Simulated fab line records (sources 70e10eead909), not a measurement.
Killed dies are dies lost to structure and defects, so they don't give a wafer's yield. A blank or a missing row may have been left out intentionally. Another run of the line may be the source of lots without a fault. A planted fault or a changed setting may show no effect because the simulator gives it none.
A struck lot beside a sound one / flow nand-harc / 13 out of 1159 route steps
Sound: wafers L184.1, L184.3, L184.4. Struck: wafer L197.3 (left out: L197.1, L197.6 of the same lot, which were not struck); the cause appears at the end.
Per side, at each step with rows, come the tool, then ch with its chambers, and then its first start. Under that, the readings that differ: sound wafers / struck wafers / difference of the means / sigmas: that difference in standard deviations of wafers without a fault.
alike: readings whose means differ by less than 2 such deviations, and words and numbers that are the same on both sides. not compared: withheld readings, readings that some wafer has no value for, bounds like >300 that may hide the same value, and numbers for which the record gives no deviation and whose values overlap.
The two part at a step that has a row with sigmas, a row that says differs or no value, or rows on one side only. Numbers that don't overlap but have no deviation are shown without sigmas and don't part them. A reading that every wafer of one side lacks parts them only if that side has two wafers or more.

first, 2 steps without rows for these wafers: NHARC_A_STAIRCASE_SRD_154; NHARC_A_STAIRCASE_ETCH_403 (etches SiO2 in dHF, target depth 108.2 nm).
NHARC_A_STAIRCASE_ETCHBACK_422: etches the open film in CH3F/O2, target depth 40 nm, time 74.286 s.
  sound on rie-diel-05 ch 0,1,3, day 14 02:04; struck on rie-diel-05 ch 1, day 17 19:58
reading=rf-hours-counter-h (h); sound=53 41 50; struck=17; difference=-31; sigmas=
  alike: ch3f-flow-sccm, drypump-motor-current-A, oes-product-au, rf-vpp-V, showerhead-plenum-p-Torr, throttle-valve-pct
then, 1 step without rows for these wafers: NHARC_A_STAIRCASE_ETCH_423 (etches SiO2 in dHF, target depth 30 nm).
NHARC_A_STAIRCASE_ETCHBACK_157: etches the open film in CH3F/O2, target depth 90 nm, time 167.14 s.
  sound on rie-diel-01 ch 0,1,2, day 14 02:26; struck on rie-diel-05 ch 2, day 17 20:23
reading=rf-hours-counter-h (h); sound=66 59 68; struck=19; difference=-45; sigmas=
  alike: ch3f-flow-sccm, drypump-motor-current-A, oes-product-au, rf-vpp-V, showerhead-plenum-p-Torr, throttle-valve-pct
NHARC_A_STAIRCASE_STRIP_475: strips in O2, time 20 s.
  sound: rie-diel-01 ch 0,1,2; struck: rie-diel-05 ch 3
reading=rf-hours-counter-h (h); sound=59 66 68; struck=20; difference=-44; sigmas=
  alike: drypump-motor-current-A, oes-product-au, rf-vpp-V, showerhead-plenum-p-Torr, throttle-valve-pct
NHARC_A_STAIRCASE_DEP_471: deposits SiO2, target thk 100 nm.
  sound on pecvd-04 ch 0,2, day 14 02:43; struck on pecvd-04 ch 0, day 17 20:38
  alike: flow-sccm, heater-power-w, rf-fwd-power-W, throttle-valve-pct
NHARC_A_STAIRCASE_CMP_472: polishes SiO2.
  sound on cmp-02 ch 0,1,2, day 14 02:59; struck on cmp-03 ch 3, day 17 20:57
  alike: motor-current-A
after that, 1 step had no rows for these wafers: NHARC_A_STAIRCASE_SRD_474.
NHARC_A_STAIRCASE_INSPECT_155:
  sound: defect-inspect-01 at day 14 03:20; struck: defect-inspect-01 at day 17 21:16
  alike: raw-defect-count
NHARC_A_SGD_CUT_DEP_00: deposits SiNx, target thk 50 nm.
  sound on pecvd-02 ch 1,2, day 14 03:26; struck on pecvd-02 ch 1, day 17 21:20
reading=rf-fwd-power-W (W); sound=448.4 446.5 446.6; struck=521.6; difference=+74.4; sigmas=+53
  alike: heater-power-w
then, 1 step without rows for these wafers: NHARC_A_SGD_CUT_DEHYDRATE_01 (time 120 s).
-- the record jumps here: 6 days lie between the struck wafers' starts before and after (it left off in module A_SGD_CUT and takes up again in module END, whose first step shown is number 1159 of the route) --
NHARC_END_SORT_01:
  sound on prober-02 ch 0, day 20 00:38; struck on prober-02 ch 0, day 23 18:53
reading=killed-at-array; sound=21 15 11; struck=44; difference=+28; sigmas=+3
reading=killed-dies; sound=24 22 14; struck=47; difference=+27; sigmas=+3
  alike: killed-at-other, killed-at-periphery, killed-open, killed-short

WHERE THEY PART
Earliest at NHARC_A_SGD_CUT_DEP_00; latest, in this record, at NHARC_END_SORT_01.

WHY: whatever the simulator had introduced
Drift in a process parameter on pecvd-02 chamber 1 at NHARC_A_SGD_CUT_DEP_00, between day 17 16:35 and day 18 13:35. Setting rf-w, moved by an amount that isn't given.
